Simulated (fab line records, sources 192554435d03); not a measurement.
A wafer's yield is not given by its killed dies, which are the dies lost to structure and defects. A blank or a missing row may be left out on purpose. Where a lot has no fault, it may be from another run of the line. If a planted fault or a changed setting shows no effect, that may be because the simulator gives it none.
Chamber matching / flow n5Finfet / 4 sister chambers for N5_BEOL_M1_ETCHBACK_99 on rieDiel-04
The step etches SiO2 in CHF3, target depth 5 nm, time 10.4 s. 14 wafers are shown with their chamber, then 7 later ones without.

WAFERS, EACH WITH ITS CHAMBER
wafer=L078.1; chamber=3; showerheadPlenumPTorr (Torr)=2.12; drypumpMotorCurrentA (A)=5.4; throttleValvePct (%)=17.35
wafer=L078.2; chamber=0; showerheadPlenumPTorr (Torr)=2.24; drypumpMotorCurrentA (A)=5.5; throttleValvePct (%)=16.93
wafer=L078.4; chamber=0; showerheadPlenumPTorr (Torr)=2.24; drypumpMotorCurrentA (A)=5.5; throttleValvePct (%)=16.94
wafer=L081.3; chamber=2; showerheadPlenumPTorr (Torr)=2.22; drypumpMotorCurrentA (A)=4.9; throttleValvePct (%)=17.16
wafer=L081.4; chamber=3; showerheadPlenumPTorr (Torr)=2.11; drypumpMotorCurrentA (A)=5.4; throttleValvePct (%)=17.37
wafer=L081.6; chamber=0; showerheadPlenumPTorr (Torr)=2.24; drypumpMotorCurrentA (A)=5.5; throttleValvePct (%)=16.94
wafer=L084.1; chamber=2; showerheadPlenumPTorr (Torr)=2.21; drypumpMotorCurrentA (A)=5.0; throttleValvePct (%)=17.16
wafer=L084.3; chamber=0; showerheadPlenumPTorr (Torr)=2.24; drypumpMotorCurrentA (A)=5.5; throttleValvePct (%)=16.95
wafer=L084.5; chamber=1; showerheadPlenumPTorr (Torr)=2.24; drypumpMotorCurrentA (A)=5.0; throttleValvePct (%)=17.15
wafer=L087.1; chamber=0; showerheadPlenumPTorr (Torr)=2.24; drypumpMotorCurrentA (A)=5.5; throttleValvePct (%)=16.98
wafer=L087.2; chamber=2; showerheadPlenumPTorr (Torr)=2.21; drypumpMotorCurrentA (A)=5.0; throttleValvePct (%)=17.17
wafer=L087.5; chamber=1; showerheadPlenumPTorr (Torr)=2.24; drypumpMotorCurrentA (A)=5.0; throttleValvePct (%)=17.16
wafer=L088.1; chamber=3; showerheadPlenumPTorr (Torr)=2.11; drypumpMotorCurrentA (A)=5.4; throttleValvePct (%)=17.38
wafer=L088.4; chamber=0; showerheadPlenumPTorr (Torr)=2.24; drypumpMotorCurrentA (A)=5.5; throttleValvePct (%)=16.99

SIGNATURES, as means of the wafers listed above
reading=showerheadPlenumPTorr; chamber 0=2.2400; chamber 1=2.2400; chamber 2=2.2133; chamber 3=2.1133; scatter within a chamber=0.00365
reading=drypumpMotorCurrentA; chamber 0=5.500; chamber 1=5.000; chamber 2=4.967; chamber 3=5.400; scatter within a chamber=0.0258
reading=throttleValvePct; chamber 0=16.9550; chamber 1=17.1550; chamber 2=17.1633; chamber 3=17.3667; scatter within a chamber=0.0188
Rule: distance of a wafer from a chamber = root of the sum over the readings of ((wafer's reading minus chamber's mean) / reading's scatter) squared. If the next closest chamber is less than 2 further off than the closest, the wafer can't be placed; otherwise it belongs to the closest. The scatter: the root of (the sum of the squares of (reading less its chamber's mean) over the shown wafers, divided by (wafers less chambers)).

WAFERS WITH NO CHAMBER GIVEN
wafer=L088.5; showerheadPlenumPTorr (Torr)=2.24; drypumpMotorCurrentA (A)=5.4; throttleValvePct (%)=16.96
wafer=L092.2; showerheadPlenumPTorr (Torr)=2.23; drypumpMotorCurrentA (A)=5.4; throttleValvePct (%)=16.97
wafer=L092.4; showerheadPlenumPTorr (Torr)=2.21; drypumpMotorCurrentA (A)=5.0; throttleValvePct (%)=17.18
wafer=L092.5; showerheadPlenumPTorr (Torr)=2.11; drypumpMotorCurrentA (A)=5.4; throttleValvePct (%)=17.41
wafer=L076.2; showerheadPlenumPTorr (Torr)=2.24; drypumpMotorCurrentA (A)=5.0; throttleValvePct (%)=17.17
wafer=L076.3; showerheadPlenumPTorr (Torr)=2.23; drypumpMotorCurrentA (A)=5.5; throttleValvePct (%)=17.01
wafer=L076.5; showerheadPlenumPTorr (Torr)=2.21; drypumpMotorCurrentA (A)=5.0; throttleValvePct (%)=17.20

WHICH CHAMBER EACH ONE RAN IN
wafer=L088.5; from the rows above=0; in truth=0
wafer=L092.2; from the rows above=0; in truth=0
wafer=L092.4; from the rows above=2; in truth=2
wafer=L092.5; from the rows above=3; in truth=3
wafer=L076.2; from the rows above=1; in truth=1
wafer=L076.3; from the rows above=0; in truth=0
wafer=L076.5; from the rows above=2; in truth=2
Correctly placed: 7 of 7. From these rows, 0 cannot be placed. Number placed wrongly: 0.
